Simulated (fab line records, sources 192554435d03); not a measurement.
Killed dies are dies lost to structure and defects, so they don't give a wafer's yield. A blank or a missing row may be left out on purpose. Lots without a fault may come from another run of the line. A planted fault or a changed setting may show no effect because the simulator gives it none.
Chamber matching | flow n5_finfet | N5_DUMMY_GATE_STRIP_40 on rie_diel-02: 4 sister chambers
The step strips in CF4. 22 wafers are shown with their chamber, then 11 later ones without.

WAFERS WITH THEIR CHAMBER
wafer  | chamber | showerhead_plenum_p_Torr (Torr) | drypump_motor_current_A (A) | oes_product_au (a.u.)
L074.2 | 0       | 1.82                            | 5.2                         | 0.78
L074.5 | 0       | 1.82                            | 5.2                         | 0.78
L074.6 | 1       | 1.73                            | 6.0                         | 0.71
L077.1 | 2       | 1.90                            | 5.7                         | 0.89
L077.4 | 1       | 1.73                            | 6.0                         | 0.72
L077.5 | 1       | 1.73                            | 6.0                         | 0.73
L080.2 | 1       | 1.73                            | 6.0                         | 0.71
L080.4 | 3       | 1.76                            | 6.2                         | 0.85
L080.5 | 0       | 1.82                            | 5.2                         | 0.76
L081.1 | 2       | 1.90                            | 5.7                         | 0.88
L081.4 | 3       | 1.76                            | 6.2                         | 0.85
L081.5 | 1       | 1.73                            | 6.0                         | 0.70
L085.3 | 3       | 1.76                            | 6.2                         | 0.85
L085.4 | 1       | 1.72                            | 6.0                         | 0.70
L085.5 | 3       | 1.76                            | 6.2                         | 0.84
L086.3 | 3       | 1.76                            | 6.2                         | 0.84
L086.4 | 0       | 1.82                            | 5.2                         | 0.76
L086.6 | 3       | 1.76                            | 6.2                         | 0.84
L088.1 | 1       | 1.72                            | 6.0                         | 0.70
L088.4 | 0       | 1.82                            | 5.2                         | 0.76
L088.5 | 1       | 1.72                            | 6.0                         | 0.69
L090.2 | 0       | 1.82                            | 5.3                         | 0.76

SIGNATURES (means of the wafers above)
reading                  | chamber 0 | chamber 1 | chamber 2 | chamber 3 | scatter within a chamber
showerhead_plenum_p_Torr | 1.8200    | 1.7263    | 1.9000    | 1.7600    | 0.00323
drypump_motor_current_A  | 5.217     | 6.000     | 5.700     | 6.200     | 0.0215
oes_product_au           | 0.7667    | 0.7075    | 0.8850    | 0.8450    | 0.0102
Rule: a wafer's distance from a chamber is the root of the sum, over the readings, of the square of ((its reading less the chamber's mean) divided by the reading's scatter). The wafer belongs to the nearest chamber; if the next one is less than 2 further off, it can't be placed. The scatter: the root of (the sum of the squares of (reading less its chamber's mean) over the shown wafers, divided by (wafers less chambers)).

WAFERS WITHOUT THEIR CHAMBER
wafer  | showerhead_plenum_p_Torr (Torr) | drypump_motor_current_A (A) | oes_product_au (a.u.)
L090.3 | 1.89                            | 5.7                         | 0.85
L090.6 | 1.89                            | 5.7                         | 0.85
L092.2 | 1.89                            | 5.7                         | 0.85
L092.4 | 1.75                            | 6.2                         | 0.83
L092.5 | 1.81                            | 5.3                         | 0.75
L094.1 | 1.81                            | 5.3                         | 0.74
L094.4 | 1.72                            | 6.0                         | 0.69
L094.5 | 1.89                            | 5.7                         | 0.84
L096.2 | 1.89                            | 5.7                         | 0.83
L096.3 | 1.72                            | 5.9                         | 0.69
L096.5 | 1.81                            | 5.2                         | 0.74

WHICH CHAMBER EACH WENT THROUGH
wafer  | from the rows above | in truth
L090.3 | 2                   | 2
L090.6 | 2                   | 2
L092.2 | 2                   | 2
L092.4 | 3                   | 3
L092.5 | 0                   | 0
L094.1 | 0                   | 0
L094.4 | 1                   | 1
L094.5 | 2                   | 2
L096.2 | 2                   | 2
L096.3 | 1                   | 1
L096.5 | 0                   | 0
Placed correctly: 11 of 11. Can't be placed from these rows: 0. Placed wrongly: 0.
